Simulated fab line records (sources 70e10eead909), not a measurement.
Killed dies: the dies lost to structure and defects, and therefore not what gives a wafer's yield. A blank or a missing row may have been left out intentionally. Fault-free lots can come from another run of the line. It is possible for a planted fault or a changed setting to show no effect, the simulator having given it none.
Chamber matching || flow nand-harc || cmp-02 running NHARC_A_BONDPAD_CMP_19: 4 sister chambers
The step polishes, t overpolish 30 s, cu recess touch 16 s, target thk 169.82 nm. 4 wafers are shown with their chamber, then 9 later ones without.

== WAFERS, EACH WITH ITS CHAMBER ==
{"wafer": "L088.5", "chamber": 3, "motor-current-A (A)": 12.3}
{"wafer": "L089.1", "chamber": 2, "motor-current-A (A)": 12.0}
{"wafer": "L089.3", "chamber": 1, "motor-current-A (A)": 12.5}
{"wafer": "L089.6", "chamber": 0, "motor-current-A (A)": 13.1}

== WAFERS WITH NO CHAMBER GIVEN ==
{"wafer": "L091.2", "motor-current-A (A)": 12.7}
{"wafer": "L091.3", "motor-current-A (A)": 13.1}
{"wafer": "L091.5", "motor-current-A (A)": 12.9}
{"wafer": "L096.4", "motor-current-A (A)": 12.7}
{"wafer": "L096.5", "motor-current-A (A)": 12.1}
{"wafer": "L096.6", "motor-current-A (A)": 13.0}
{"wafer": "L097.2", "motor-current-A (A)": 12.1}
{"wafer": "L097.3", "motor-current-A (A)": 13.4}
{"wafer": "L097.4", "motor-current-A (A)": 12.4}

== WHICH CHAMBER EACH WENT THROUGH ==
{"wafer": "L091.2", "from the rows above": "can't be placed: 1 or 3 or 0", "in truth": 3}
{"wafer": "L091.3", "from the rows above": 0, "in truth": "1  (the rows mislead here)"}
{"wafer": "L091.5", "from the rows above": "can't be placed: 0 or 1", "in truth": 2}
{"wafer": "L096.4", "from the rows above": "can't be placed: 1 or 3 or 0", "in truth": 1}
{"wafer": "L096.5", "from the rows above": "can't be placed: 2 or 3 or 1", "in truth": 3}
{"wafer": "L096.6", "from the rows above": 0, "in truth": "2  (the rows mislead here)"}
{"wafer": "L097.2", "from the rows above": "can't be placed: 2 or 3 or 1", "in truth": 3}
{"wafer": "L097.3", "from the rows above": 0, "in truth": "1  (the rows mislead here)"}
{"wafer": "L097.4", "from the rows above": "can't be placed: 1 or 3 or 2", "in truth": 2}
Correct placement for 0 of the 9. These rows do not allow placing 6 (true chamber among the candidates in 5). Number placed wrongly: 3.
How it was worked out, from the rows above alone: a wafer's distance from a chamber is the root of the sum, over the readings, of the square of ((its reading less the chamber's mean) divided by the reading's scatter). The wafer belongs to the nearest chamber; if the next one is less than 2 further off, it can't be placed. Each chamber's mean is taken over the wafers shown for it. The scatter: with one shown wafer a chamber, the root of the mean of the squares of how far each hidden wafer lies from its nearest shown one.
